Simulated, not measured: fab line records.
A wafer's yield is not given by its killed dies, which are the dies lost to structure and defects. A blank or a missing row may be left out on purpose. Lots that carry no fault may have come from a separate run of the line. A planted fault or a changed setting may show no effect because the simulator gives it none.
Code-filled problem report in 8D (eight disciplines) form || flow n5Finfet || the parts of the form that need people (team, actions taken, sign-off) are left out

== 1. WHAT IS WRONG ==
timeToEndpointS at N5_BEOL_M0_CMP_120 reads a mean of 121.8 s on 3 wafers of 3 lots; wafers without a fault read 61.7 s with a standard deviation of 2.8. Measured from the usual mean, that is +21 standard deviations.
The step: polishes, stops on SiOC, t overpolish 6.9 s.
Seen first at day 9 01:49 on cmp-03, wafer L942.6. The record holds 30 wafers of 11 lots with a number at this step. Rule for "out", or "out of limits": more than 4 standard deviations from the usual mean. The other wafers with a number count as sound.

== 2. WHAT IT IS AND WHAT IT IS NOT ==
{"question": "which readings at this step", "is": "timeToEndpointS", "is not": "motorCurrentA, slurryFilterDpKPa"}
{"question": "which lots", "is": "L942, L945, L946", "is not": "L931, L933, L934, L936, L938, L940, L941, L953"}
{"question": "which wafers of those lots", "is": "L942.6, L945.2, L946.2", "is not": "L942.1, L945.1, L946.4"}
{"question": "read on which tools", "is": "cmp-01, cmp-02, cmp-03", "is not": "-"}
{"question": "when", "is": "from day 9 01:49", "is not": "up to then (22 sound wafers); but 5 sound wafers of L945, L946, L953 came after"}

== 3. SUSPECTS, AND WHAT RULES EACH OUT ==
Counting: if a tool at a process step up to the reading ran every lot that is out, it stays a suspect. Sound lots after the first of them don't rule it out here, since some wafers of a struck lot are sound.
- ecdCu-01 at N5_BEOL_M0_ECD_118 (material Cu, target thk 300 nm): kept. It ran every lot that is out, first L942 (day 9 01:22); its last sound lot up to then is L941 (day 8 20:59).
The count leaves ecdCu-01 at N5_BEOL_M0_ECD_118.

== 4. THE CAUSE (what the simulator had put in) ==
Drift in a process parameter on ecdCu-01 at N5_BEOL_M0_ECD_118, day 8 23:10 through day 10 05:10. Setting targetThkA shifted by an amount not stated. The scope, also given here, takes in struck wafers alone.
After counting, this tool was the only one left.

== 5. THE EFFECT CHAIN, in route order ==
Each row: a reading whose mean over the struck wafers that have a number lies more than 3 standard deviations from the usual. Only readings whose record carries a usual standard deviation are examined. hours: median over the lots of the time between each lot's start at the first step of this table that gives one and its start at this step. sigmas: the change, counted in usual standard deviations.
{"hours": 0, "step": "N5_BEOL_M0_CMP_120", "reading": "timeToEndpointS", "usual": "61.7 s", "on struck wafers": 121.8, "change": "+60.1", "sigmas": "+21"}
It contains these process steps:
- N5_BEOL_M0_CMP_120: polishes, stops on SiOC, t overpolish 6.9 s.
At these later measuring or inspecting steps, every struck wafer for which the step has a row has a number for every such reading, and none has moved that far: N5_BEOL_M4_RC_MEAS_101.

== 6. WHAT WOULD HAVE CAUGHT IT SOONER ==
The fault began at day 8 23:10; the first out-of-limits reading in this record came at day 9 01:49, 3 hours later.
L945, L946, from the lots that are out (3), started N5_BEOL_M0_ECD_118 on ecdCu-01 later than day 9 01:49. A hold on the tool at that time would have spared those 2.
